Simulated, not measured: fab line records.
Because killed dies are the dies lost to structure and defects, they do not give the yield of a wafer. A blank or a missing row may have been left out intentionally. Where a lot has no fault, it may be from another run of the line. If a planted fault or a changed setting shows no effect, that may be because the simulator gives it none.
fab line records	flow n5_finfet
record lots=24	wafers=72	last_day=19
route steps=1938 shown ZERO_LAYER@4 WELL_APT@28 PMOS_HMC_CHANNEL_EPI@66
lots untouched by any fault: they come from a run of this same line in which no faults occurred
start_h: hours from the record's first day to the start of the lot's first wafer shown	wait_h: time in hours since the lot's previous step	" same as the row above	L1.1+2: a row that stands for several wafers	- value missing, or start not given	* or withheld: withheld	< > ~ a bound
route shown NAME@n: names a module that has steps shown in the file, with the first one's number in the route	usual: mean and standard deviation over wafers with no fault	same: alike in all rows	chamber/n: place in a boat	sites: each site's reading	_std_site: the values' standard deviation	_edge_site: outer sites' mean less inner sites'	radius_mm: for every site, how far away it sits from the centre of the wafer	mask NAME#n: copy n	behind: the last tool/chamber to shape the wafer	hold: the reason the lot was held/the length of the hold in hours/how it ended	device: whichever transistor did not switch (one of n, p or np)	end of line: tests of these same wafers at the route's end	a step given without rows: its recipe and nothing more	killed: dies that structure and defects cost at the first sort, which is not the same as the wafer's yield	map: per-die view of a wafer (x killed, . not killed, _ where there is no die)
set.NAME: the setting that was run; set.NAME@STEP: the one run at that earlier step	model.NAME: the simulator's own value behind a step, which no gauge read
one table for each step of the route and one row for each wafer, over a sample of lots
services: from which hour (start_h, from the record's first day; less than 0 if before it) a tool's chamber was out of use, for how many hours, and why
## steps
# step N5_ZERO_LAYER_PECVD_02
# recipe material=SiO2	target_thk_a=100	temp_c=400	precursor=SiH4/N2O	pressure_torr=0.75	rf_w=275	time_s=6
# usual chamber_pressure_Torr=0.7502/0.0016	heater_power_w=768/88	showerhead_plenum_p_Torr=8.06/0.13	showerhead_vpp_V=1023/49
lot.wafer	tool	chamber	start_h	wait_h	chamber_pressure_Torr	heater_power_w	showerhead_plenum_p_Torr	showerhead_vpp_V
L074.1	pecvd-04	2	12.28	0.0	0.7512	723	8.14	1028
L074.2	"	0	"	"	0.7501	763	7.75	1065
L074.6	"	2	"	"	0.7508	747	8.12	1008
L075.2	pecvd-03	1	18.28	0.0	0.7516	952	8.17	1027
L075.3	"	2	"	"	0.7511	826	8.23	1106
L075.5	"	2	"	"	0.7505	839	8.25	1076
L076.3	pecvd-03	1	24.31	0.1	0.7514	910	8.16	1059
L076.4	"	0	"	"	0.7516	746	8.06	978
L076.5	"	0	"	"	0.7504	717	8.05	993
L077.2	pecvd-03	0	30.29	0.0	0.7497	672	8.06	966
L077.3	"	1	"	"	0.7502	840	8.18	1013
L077.5	"	1	"	"	0.7485	841	8.18	1053
L078.3	pecvd-02	0	36.28	0.0	0.7504	689	8.03	940
L078.4	"	2	"	"	0.7513	813	8.04	1043
L078.6	"	0	"	"	0.7508	685	8.09	935
L079.1	pecvd-02	2	42.28	0.0	0.7508	708	8.04	1045
L079.3	"	0	"	"	0.7512	682	8.07	963
L079.4	"	1	"	"	0.7484	748	8.13	936
L080.3	pecvd-04	0	48.28	0.0	0.7485	829	7.78	1071
L080.4	"	2	"	"	0.7495	769	8.11	1024
L080.5	"	0	"	"	0.7495	826	7.76	1068
L081.4	pecvd-02	2	54.39	0.1	0.7512	732	8.02	1035
L081.5	"	0	"	"	0.7497	671	8.07	963
L081.6	"	1	"	"	0.7503	661	8.12	958
L082.1	pecvd-02	0	60.28	0.0	0.7494	652	8.05	944
L082.2	"	1	"	"	0.7495	780	8.14	942
L082.4	"	1	"	"	0.7498	774	8.11	953
L083.1	pecvd-03	1	66.28	0.0	0.7511	974	8.20	1030
L083.4	"	2	"	"	0.7498	893	8.17	1067
L083.5	"	0	"	"	0.7514	712	8.05	977
L084.4	pecvd-03	1	72.32	0.1	0.7483	878	8.15	1032
L084.5	"	2	"	"	0.7489	910	8.20	1089
L084.6	"	0	"	"	0.7475	659	8.05	971
L085.1	pecvd-04	0	78.28	0.0	0.7500	710	7.76	1052
L085.2	"	1	"	"	0.7507	718	7.95	1073
L085.6	"	0	"	"	0.7517	727	7.76	1057
L086.2	pecvd-03	0	84.28	0.0	0.7479	701	8.05	991
L086.3	"	1	"	"	0.7489	946	8.17	1054
L086.4	"	2	"	"	0.7486	862	8.20	1054
L087.2	pecvd-04	0	90.29	0.0	0.7490	768	7.78	1066
L087.3	"	1	"	"	0.7513	715	7.94	1079
L087.4	"	0	"	"	0.7494	750	7.76	1074
L088.1	pecvd-04	0	96.28	0.0	0.7521	749	7.76	1069
L088.3	"	1	"	"	0.7515	661	7.94	1066
L088.5	"	1	"	"	0.7520	645	7.94	1079
L089.2	pecvd-03	0	102.30	0.0	0.7486	712	8.06	1005
L089.4	"	0	"	"	0.7487	707	8.05	980
L089.5	"	2	"	"	0.7537	874	8.22	1086
L090.1	pecvd-03	1	108.30	0.0	0.7495	954	8.17	1041
L090.2	"	0	"	"	0.7493	708	8.06	988
L090.4	"	2	"	"	0.7497	908	8.20	1062
L091.2	pecvd-02	1	114.30	0.0	0.7486	657	8.14	948
L091.4	"	1	"	"	0.7499	664	8.14	948
L091.5	"	2	"	"	0.7493	736	8.04	1035
L092.1	pecvd-02	1	120.32	0.0	0.7500	752	8.11	934
L092.2	"	0	"	"	0.7497	686	8.08	933
L092.3	"	2	"	"	0.7527	772	8.06	1041
L093.1	pecvd-04	0	126.47	0.0	0.7476	747	7.77	1052
L093.2	"	1	"	"	0.7514	667	7.94	1080
L093.4	"	0	"	"	0.7503	744	7.77	1090
L094.2	pecvd-04	2	132.30	0.0	0.7512	774	8.13	1009
L094.3	"	1	"	"	0.7481	737	7.97	1064
L094.4	"	1	"	"	0.7508	725	7.97	1094
L095.3	pecvd-02	0	138.28	0.0	0.7494	632	8.06	949
L095.4	"	2	"	"	0.7477	728	8.04	1050
L095.5	"	0	"	"	0.7480	666	8.08	946
L096.2	pecvd-03	2	144.31	0.0	0.7509	897	8.22	1079
L096.3	"	0	"	"	0.7497	715	8.07	992
L096.5	"	1	"	"	0.7505	919	8.17	1022
L097.2	pecvd-04	1	150.28	0.0	0.7520	664	7.96	1058
L097.4	"	0	"	"	0.7513	766	7.76	1074
L097.6	"	2	"	"	0.7513	725	8.13	1010
# step N5_WELL_APT_CD_MEAS_08
# recipe target_cd_nm=200	landing_energy_ev=500	detector=se_inlens
# usual cd_nm=200.2/2
lot.wafer	tool	chamber	start_h	wait_h	cd_nm
L074.1	cd_sem-01	0	13.82	-	201.2
L074.2	"	0	"	"	200.1
L074.6	"	0	"	"	203.8
L075.2	cd_sem-03	0	19.73	-	198.9
L075.3	"	0	"	"	199.2
L075.5	"	0	"	"	202.9
L076.3	cd_sem-02	0	25.92	-	200.9
L076.4	"	0	"	"	199.2
L076.5	"	0	"	"	198.9
L077.2	cd_sem-03	0	31.74	-	203.0
L077.3	"	0	"	"	200.1
L077.5	"	0	"	"	199.6
L078.3	cd_sem-02	0	37.68	-	201.7
L078.4	"	0	"	"	200.0
L078.6	"	0	"	"	202.3
L079.1	cd_sem-01	0	44.01	-	200.7
L079.3	"	0	"	"	203.1
L079.4	"	0	"	"	200.7
L080.3	cd_sem-02	0	49.69	-	203.1
L080.4	"	0	"	"	203.2
L080.5	"	0	"	"	205.4
L081.4	cd_sem-02	0	56.08	-	198.0
L081.5	"	0	"	"	198.9
L081.6	"	0	"	"	199.6
L082.1	cd_sem-03	0	61.65	-	199.3
L082.2	"	0	"	"	197.4
L082.4	"	0	"	"	199.9
L083.1	cd_sem-02	0	68.14	-	199.0
L083.4	"	0	"	"	198.3
L083.5	"	0	"	"	197.1
L084.4	cd_sem-03	0	73.98	-	199.8
L084.5	"	0	"	"	200.4
L084.6	"	0	"	"	203.0
L085.1	cd_sem-01	0	79.71	-	200.7
L085.2	"	0	"	"	200.5
L085.6	"	0	"	"	202.1
L086.2	cd_sem-02	0	85.73	-	197.0
L086.3	"	0	"	"	199.2
L086.4	"	0	"	"	200.4
L087.2	cd_sem-03	0	91.69	-	202.5
L087.3	"	0	"	"	205.6
L087.4	"	0	"	"	203.0
L088.1	cd_sem-01	0	97.81	-	199.5
L088.3	"	0	"	"	196.1
L088.5	"	0	"	"	199.4
L089.2	cd_sem-02	0	103.57	-	199.9
L089.4	"	0	"	"	200.7
L089.5	"	0	"	"	201.9
L090.1	cd_sem-02	0	110.02	-	198.4
L090.2	"	0	"	"	201.2
L090.4	"	0	"	"	197.7
L091.2	cd_sem-03	0	115.62	-	199.8
L091.4	"	0	"	"	202.2
L091.5	"	0	"	"	200.4
L092.1	cd_sem-02	0	121.90	-	197.9
L092.2	"	0	"	"	198.7
L092.3	"	0	"	"	199.1
L093.1	cd_sem-02	0	127.76	-	200.1
L093.2	"	0	"	"	196.8
L093.4	"	0	"	"	198.8
L094.2	cd_sem-02	0	133.85	-	206.4
L094.3	"	0	"	"	202.8
L094.4	"	0	"	"	200.1
L095.3	cd_sem-02	0	140.19	-	199.8
L095.4	"	0	"	"	198.2
L095.5	"	0	"	"	196.6
L096.2	cd_sem-03	0	145.58	-	201.0
L096.3	"	0	"	"	201.1
L096.5	"	0	"	"	201.2
L097.2	cd_sem-01	0	151.81	-	200.8
L097.4	"	0	"	"	198.1
L097.6	"	0	"	"	199.3
# step N5_WELL_APT_INSPECT_27
# recipe mode=adi	inspect_instrument=macro
# usual raw_defect_count=2.0/1.4
lot.wafer	tool	chamber	start_h	wait_h	raw_defect_count
L074.1	defect_inspect-02	-	15.13	0.0	3
L074.2	"	-	"	"	2
L074.6	"	-	"	"	5
L075.2	defect_inspect-02	-	21.03	0.0	5
L075.3	"	-	"	"	4
L075.5	"	-	"	"	2
L076.3	defect_inspect-02	-	27.21	0.0	2
L076.4	"	-	"	"	1
L076.5	"	-	"	"	1
L077.2	defect_inspect-01	-	33.17	0.0	2
L077.3	"	-	"	"	3
L077.5	"	-	"	"	1
L078.3	defect_inspect-02	-	38.88	0.0	4
L078.4	"	-	"	"	3
L078.6	"	-	"	"	2
L079.1	defect_inspect-02	-	45.18	0.0	1
L079.3	"	-	"	"	2
L079.4	"	-	"	"	1
L080.3	defect_inspect-02	-	51.50	0.0	1
L080.4	"	-	"	"	1
L080.5	"	-	"	"	3
L081.4	defect_inspect-01	-	57.38	0.0	2
L081.5	"	-	"	"	1
L081.6	"	-	"	"	2
L082.1	defect_inspect-02	-	63.54	0.0	2
L082.2	"	-	"	"	1
L082.4	"	-	"	"	1
L083.1	defect_inspect-02	-	69.69	0.0	0
L083.4	"	-	"	"	3
L083.5	"	-	"	"	5
L084.4	defect_inspect-02	-	75.26	0.0	3
L084.5	"	-	"	"	2
L084.6	"	-	"	"	2
L085.1	defect_inspect-02	-	80.88	0.0	1
L085.2	"	-	"	"	2
L085.6	"	-	"	"	2
L086.2	defect_inspect-02	-	86.91	0.0	3
L086.3	"	-	"	"	0
L086.4	"	-	"	"	1
L087.2	defect_inspect-01	-	92.90	0.0	2
L087.3	"	-	"	"	2
L087.4	"	-	"	"	3
L088.1	defect_inspect-02	-	98.99	0.0	1
L088.3	"	-	"	"	3
L088.5	"	-	"	"	1
L089.2	defect_inspect-02	-	104.80	0.0	1
L089.4	"	-	"	"	3
L089.5	"	-	"	"	3
L090.1	defect_inspect-02	-	111.19	0.0	3
L090.2	"	-	"	"	4
L090.4	"	-	"	"	2
L091.2	defect_inspect-01	-	116.90	0.0	2
L091.4	"	-	"	"	1
L091.5	"	-	"	"	0
L092.1	defect_inspect-02	-	123.30	0.0	4
L092.2	"	-	"	"	1
L092.3	"	-	"	"	3
L093.1	defect_inspect-02	-	129.06	0.0	1
L093.2	"	-	"	"	3
L093.4	"	-	"	"	0
L094.2	defect_inspect-01	-	135.10	0.0	3
L094.3	"	-	"	"	1
L094.4	"	-	"	"	5
L095.3	defect_inspect-02	-	141.46	0.0	1
L095.4	"	-	"	"	0
L095.5	"	-	"	"	1
L096.2	defect_inspect-02	-	146.88	0.0	0
L096.3	"	-	"	"	3
L096.5	"	-	"	"	2
L097.2	defect_inspect-01	-	153.11	0.0	0
L097.4	"	-	"	"	0
L097.6	"	-	"	"	3
# step N5_PMOS_HMC_CHANNEL_EPI_OVL_MEAS_10
# recipe points_per_wafer=44
# usual PMOS_HMC_BLK_OVL=-0.2/0.71
# same points_per_wafer=44
lot.wafer	tool	chamber	start_h	wait_h	PMOS_HMC_BLK_OVL[nm]
L074.1	overlay-01	0	17.29	0.0	-0.1
L074.2	"	0	"	"	1.6
L074.6	"	0	"	"	0.3
L075.2	overlay-01	0	23.68	0.0	-0.9
L075.3	"	0	"	"	-0.1
L075.5	"	0	"	"	0.6
L076.3	overlay-02	0	29.57	0.0	0.1
L076.4	"	0	"	"	-1.5
L076.5	"	0	"	"	0.8
L077.2	overlay-02	0	35.66	0.0	-1.0
L077.3	"	0	"	"	-0.8
L077.5	"	0	"	"	-0.5
L078.3	overlay-01	0	41.28	0.0	-0.6
L078.4	"	0	"	"	0.9
L078.6	"	0	"	"	1.5
L079.1	overlay-01	0	47.50	0.0	0.4
L079.3	"	0	"	"	0.4
L079.4	"	0	"	"	-0.1
L080.3	overlay-01	0	53.84	0.0	-1.7
L080.4	"	0	"	"	-0.1
L080.5	"	0	"	"	-0.3
L081.4	overlay-02	0	59.60	0.0	0.0
L081.5	"	0	"	"	0.1
L081.6	"	0	"	"	-0.7
L082.1	overlay-02	0	65.56	0.0	0.2
L082.2	"	0	"	"	0.3
L082.4	"	0	"	"	-0.1
L083.1	overlay-02	0	71.86	0.0	-0.3
L083.4	"	0	"	"	-0.3
L083.5	"	0	"	"	0.1
L084.4	overlay-01	0	77.65	0.0	-0.5
L084.5	"	0	"	"	0.7
L084.6	"	0	"	"	-0.8
L085.1	overlay-02	0	83.08	0.0	-1.0
L085.2	"	0	"	"	-0.7
L085.6	"	0	"	"	-0.6
L086.2	overlay-02	0	89.25	0.0	-0.3
L086.3	"	0	"	"	0.7
L086.4	"	0	"	"	-1.3
L087.2	overlay-02	0	95.07	0.0	-0.3
L087.3	"	0	"	"	-0.5
L087.4	"	0	"	"	-0.7
L088.1	overlay-01	0	101.16	0.0	0.3
L088.3	"	0	"	"	1.2
L088.5	"	0	"	"	1.6
L089.2	overlay-01	0	106.95	0.0	-1.3
L089.4	"	0	"	"	-0.6
L089.5	"	0	"	"	0.2
L090.1	overlay-01	0	113.41	0.0	-0.1
L090.2	"	0	"	"	-0.1
L090.4	"	0	"	"	-0.8
L091.2	overlay-01	0	119.04	0.0	0.2
L091.4	"	0	"	"	-0.4
L091.5	"	0	"	"	0.4
L092.1	overlay-02	0	125.34	0.0	-0.4
L092.2	"	0	"	"	-1.6
L092.3	"	0	"	"	-0.3
L093.1	overlay-01	0	131.51	0.0	0.8
L093.2	"	0	"	"	0.7
L093.4	"	0	"	"	0.9
L094.2	overlay-02	0	137.14	0.0	-0.7
L094.3	"	0	"	"	-0.3
L094.4	"	0	"	"	-1.1
L095.3	overlay-01	0	143.68	0.0	-1.1
L095.4	"	0	"	"	-0.7
L095.5	"	0	"	"	-1.1
L096.2	overlay-01	0	149.16	0.0	0.0
L096.3	"	0	"	"	-1.2
L096.5	"	0	"	"	-1.0
L097.2	overlay-01	0	155.43	0.0	-0.3
L097.4	"	0	"	"	-0.6
L097.6	"	0	"	"	-0.6
# step N5_PMOS_HMC_CHANNEL_EPI_STRIP_33
# recipe chemistry=N2/H2	power_w=500	temp_c=40	pressure_mtorr=50	rf_frequency_hz=6e+07	overash_fraction=0.3	bias_power_w=8	h2_frac=0.5	n2_flow_sccm=300	h2_flow_sccm=300
# usual drypump_motor_current_A=6.0/0.52	oes_product_au=0.76/0.062	rf_vpp_V=53.8/1.9	showerhead_plenum_p_Torr=3.34/0.091	throttle_valve_pct=19.03/0.26
# same overash_fraction=0.3
lot.wafer	tool	chamber	start_h	wait_h	drypump_motor_current_A	oes_product_au	rf_hours_counter_h	rf_vpp_V	showerhead_plenum_p_Torr	throttle_valve_pct
L074.1	rie_diel-02	1	17.61	0.0	5.7	0.75	122	55.7	3.51	18.92
L074.2	"	0	"	"	6.5	0.79	104	55.9	3.39	19.06
L074.6	"	0	"	"	6.5	0.77	-	54.2	3.39	19.07
L075.2	rie_diel-05	0	23.94	0.0	5.9	0.72	227	52.9	3.45	18.91
L075.3	"	1	"	"	5.8	0.73	160	57.1	3.24	19.35
L075.5	"	0	"	"	6.0	0.73	-	53.4	3.45	18.86
L076.3	rie_diel-05	0	30.03	0.0	5.9	0.71	229	53.9	3.45	18.90
L076.4	"	1	"	"	5.7	0.73	162	52.6	3.23	19.34
L076.5	"	1	"	"	5.7	0.72	-	46.2	3.23	19.34
L077.2	rie_diel-02	3	35.85	0.0	6.5	0.86	60	52.3	3.27	19.43
L077.3	"	1	"	"	5.7	0.75	129	58.0	3.50	18.92
L077.5	"	2	"	"	5.9	0.75	-	52.8	3.36	18.75
L078.3	rie_diel-02	2	41.47	0.0	5.9	0.74	164	52.8	3.36	18.76
L078.4	"	0	"	"	6.5	0.77	111	55.3	3.39	19.10
L078.6	"	3	"	"	6.5	0.86	-	52.4	3.27	19.47
L079.1	rie_diel-02	1	47.82	0.0	5.7	0.74	132	53.3	3.50	18.96
L079.3	"	3	"	"	6.6	0.86	63	57.9	3.27	19.44
L079.4	"	2	"	"	5.9	0.73	166	53.3	3.35	18.77
L080.3	rie_diel-06	3	54.56	0.0	5.6	0.76	128	56.6	3.50	18.89
L080.4	"	1	"	"	5.8	0.82	-	54.0	3.27	18.68
L080.5	"	3	"	"	5.6	0.75	-	52.1	3.50	18.88
L081.4	rie_diel-02	1	59.83	0.0	5.7	0.73	-	54.7	3.50	18.97
L081.5	"	3	"	"	6.6	0.83	-	56.2	3.27	19.47
L081.6	"	2	"	"	5.8	0.71	-	54.3	3.35	18.77
L082.1	rie_diel-02	2	66.24	0.0	5.8	0.73	176	50.7	3.35	18.81
L082.2	"	1	"	"	5.7	0.74	143	53.5	3.50	18.95
L082.4	"	3	"	"	6.6	0.83	74	57.0	3.27	19.48
L083.1	rie_diel-06	1	73.04	0.0	5.8	0.79	116	50.8	3.27	18.69
L083.4	"	0	"	"	6.5	1.01	4	54.3	3.43	19.10
L083.5	"	3	"	"	5.6	0.74	-	53.7	3.49	18.89
L084.4	rie_diel-06	3	78.11	0.0	5.6	0.73	140	56.1	3.49	18.90
L084.5	"	2	"	"	6.7	0.73	-	52.8	3.21	18.99
L084.6	"	3	"	"	5.6	0.76	-	52.5	3.49	18.90
L085.1	rie_diel-02	2	83.43	0.0	5.8	0.72	184	52.4	3.34	18.80
L085.2	"	1	"	"	5.7	0.74	150	52.5	3.49	18.97
L085.6	"	3	"	"	6.6	0.82	-	51.2	3.26	19.47
L086.2	rie_diel-06	0	89.44	0.0	6.5	0.97	9	53.4	3.43	19.10
L086.3	"	1	"	"	5.8	0.78	122	51.3	3.26	18.70
L086.4	"	3	"	"	5.6	0.75	143	57.7	3.49	18.92
L087.2	rie_diel-05	2	95.26	0.0	6.8	0.73	202	53.6	3.35	18.65
L087.3	"	3	"	"	5.2	0.74	166	50.6	3.34	19.18
L087.4	"	1	"	"	5.7	0.71	177	50.7	3.23	19.40
L088.1	rie_diel-06	3	101.36	0.0	5.6	0.74	147	54.8	3.49	18.92
L088.3	"	0	"	"	6.5	0.96	12	51.0	3.42	19.09
L088.5	"	2	"	"	6.7	0.70	-	54.1	3.20	18.95
L089.2	rie_diel-05	2	107.14	0.0	6.8	0.72	205	51.7	3.35	18.71
L089.4	"	1	"	"	5.7	0.71	180	54.7	3.23	19.42
L089.5	"	2	"	"	6.8	0.71	-	54.0	3.35	18.71
L090.1	rie_diel-05	0	113.60	0.0	5.9	0.71	248	53.1	3.44	18.94
L090.2	"	2	"	"	6.7	0.74	207	52.5	3.35	18.72
L090.4	"	3	"	"	5.2	0.75	170	55.7	3.34	19.18
L091.2	rie_diel-05	0	119.23	0.0	6.0	0.71	249	54.8	3.44	18.94
L091.4	"	1	"	"	5.7	0.72	183	54.8	3.22	19.36
L091.5	"	3	"	"	5.2	0.75	-	53.6	3.34	19.15
L092.1	rie_diel-05	1	125.53	0.0	5.8	0.71	185	55.5	3.22	19.39
L092.2	"	2	"	"	6.7	0.73	210	54.7	3.35	18.65
L092.3	"	3	"	"	5.2	0.75	174	51.1	3.34	19.21
L093.1	rie_diel-05	1	131.70	0.0	5.7	0.71	187	53.9	3.22	19.38
L093.2	"	3	"	"	5.2	0.74	176	52.4	3.34	19.17
L093.4	"	1	"	"	5.8	0.71	-	50.5	3.22	19.37
L094.2	rie_diel-02	0	137.33	0.0	6.6	0.74	139	53.4	3.37	19.14
L094.3	"	3	"	"	6.5	0.80	98	53.5	3.25	19.46
L094.4	"	2	"	"	5.9	0.72	200	52.9	3.34	18.84
L095.3	rie_diel-05	3	143.88	0.0	5.2	0.75	181	56.7	3.33	19.18
L095.4	"	1	"	"	5.7	0.72	-	51.9	3.22	19.39
L095.5	"	2	"	"	6.7	0.72	-	51.5	3.34	18.72
L096.2	rie_diel-02	0	149.35	0.0	6.6	0.73	142	52.1	3.37	19.13
L096.3	"	3	"	"	6.5	0.79	101	55.0	3.25	19.52
L096.5	"	1	"	"	5.7	0.73	-	53.6	3.48	19.00
L097.2	rie_diel-05	2	155.62	0.0	6.7	0.71	219	55.6	3.34	18.71
L097.4	"	1	"	"	5.7	0.70	194	56.4	3.22	19.40
L097.6	"	0	"	"	5.9	0.97	-	55.2	3.44	18.46
# step N5_PMOS_HMC_CHANNEL_EPI_INSPECT_30
# recipe inspect_instrument=darkfield	mode=post_epi
# usual raw_defect_count=20/5.7
lot.wafer	tool	chamber	start_h	wait_h	raw_defect_count
L074.1	defect_inspect-02	-	20.21	0.0	21
L074.2	"	-	"	"	16
L074.6	"	-	"	"	11
L075.2	defect_inspect-02	-	26.58	0.0	19
L075.3	"	-	"	"	25
L075.5	"	-	"	"	20
L076.3	defect_inspect-01	-	32.65	0.0	23
L076.4	"	-	"	"	29
L076.5	"	-	"	"	23
L077.2	defect_inspect-01	-	38.49	0.0	14
L077.3	"	-	"	"	21
L077.5	"	-	"	"	20
L078.3	defect_inspect-02	-	44.08	0.0	17
L078.4	"	-	"	"	26
L078.6	"	-	"	"	22
L079.1	defect_inspect-01	-	50.55	0.0	27
L079.3	"	-	"	"	29
L079.4	"	-	"	"	16
L080.3	defect_inspect-01	-	57.17	0.0	21
L080.4	"	-	"	"	19
L080.5	"	-	"	"	16
L081.4	defect_inspect-01	-	62.54	0.0	29
L081.5	"	-	"	"	31
L081.6	"	-	"	"	30
L082.1	defect_inspect-01	-	68.89	0.0	25
L082.2	"	-	"	"	16
L082.4	"	-	"	"	15
L083.1	defect_inspect-02	-	76.05	0.0	26
L083.4	"	-	"	"	23
L083.5	"	-	"	"	21
L084.4	defect_inspect-02	-	80.82	0.0	15
L084.5	"	-	"	"	20
L084.6	"	-	"	"	14
L085.1	defect_inspect-01	-	86.96	0.0	9
L085.2	"	-	"	"	30
L085.6	"	-	"	"	17
L086.2	defect_inspect-02	-	92.07	0.0	14
L086.3	"	-	"	"	20
L086.4	"	-	"	"	21
L087.2	defect_inspect-01	-	97.87	0.0	13
L087.3	"	-	"	"	22
L087.4	"	-	"	"	27
L088.1	defect_inspect-02	-	103.99	0.0	20
L088.3	"	-	"	"	24
L088.5	"	-	"	"	19
L089.2	defect_inspect-01	-	109.76	0.0	28
L089.4	"	-	"	"	29
L089.5	"	-	"	"	30
L090.1	defect_inspect-01	-	116.22	0.0	15
L090.2	"	-	"	"	14
L090.4	"	-	"	"	13
L091.2	defect_inspect-01	-	121.95	0.0	36
L091.4	"	-	"	"	31
L091.5	"	-	"	"	22
L092.1	defect_inspect-02	-	128.16	0.0	23
L092.2	"	-	"	"	25
L092.3	"	-	"	"	16
L093.1	defect_inspect-02	-	134.39	0.0	15
L093.2	"	-	"	"	20
L093.4	"	-	"	"	16
L094.2	defect_inspect-01	-	140.15	0.0	21
L094.3	"	-	"	"	17
L094.4	"	-	"	"	11
L095.3	defect_inspect-02	-	146.48	0.0	21
L095.4	"	-	"	"	21
L095.5	"	-	"	"	17
L096.2	defect_inspect-02	-	151.96	0.0	16
L096.3	"	-	"	"	22
L096.5	"	-	"	"	20
L097.2	defect_inspect-02	-	158.27	0.0	16
L097.4	"	-	"	"	13
L097.6	"	-	"	"	11
## services
tool	chamber	start_h	hours	kind
pecvd-04	2	-11.03	16.5	scheduled_down
pecvd-02	0	10.25	5.5	scheduled_down
rie_diel-05	2	12.15	5.4	repair
pecvd-03	0	15.37	4.8	repair
pecvd-03	2	21.12	-	clean
pecvd-03	2	21.12	-	consumable_replace:showerhead
pecvd-03	2	21.12	29.0	scheduled_down
pecvd-03	2	21.12	29.0	vent_cycle
rie_diel-06	0	22.45	3.3	repair
rie_diel-05	2	23.83	1.7	repair
rie_diel-02	3	30.39	2.3	repair
rie_diel-05	2	30.47	19.7	repair
rie_diel-05	-	51.87	28.1	pm
rie_diel-02	0	52.41	13.2	repair
pecvd-02	-	64.56	33.2	repair
pecvd-04	-	68.51	1.5	repair
pecvd-03	-	79.11	2.8	pm
rie_diel-02	1	93.14	16.4	repair
pecvd-03	-	105.77	0.7	repair
rie_diel-05	0	122.27	-	clean
rie_diel-05	0	122.27	-	consumable_replace:focus_ring
rie_diel-05	0	122.27	24.0	scheduled_down
rie_diel-05	0	122.27	24.0	vent_cycle
pecvd-03	-	130.46	0.9	repair
## key
fault none
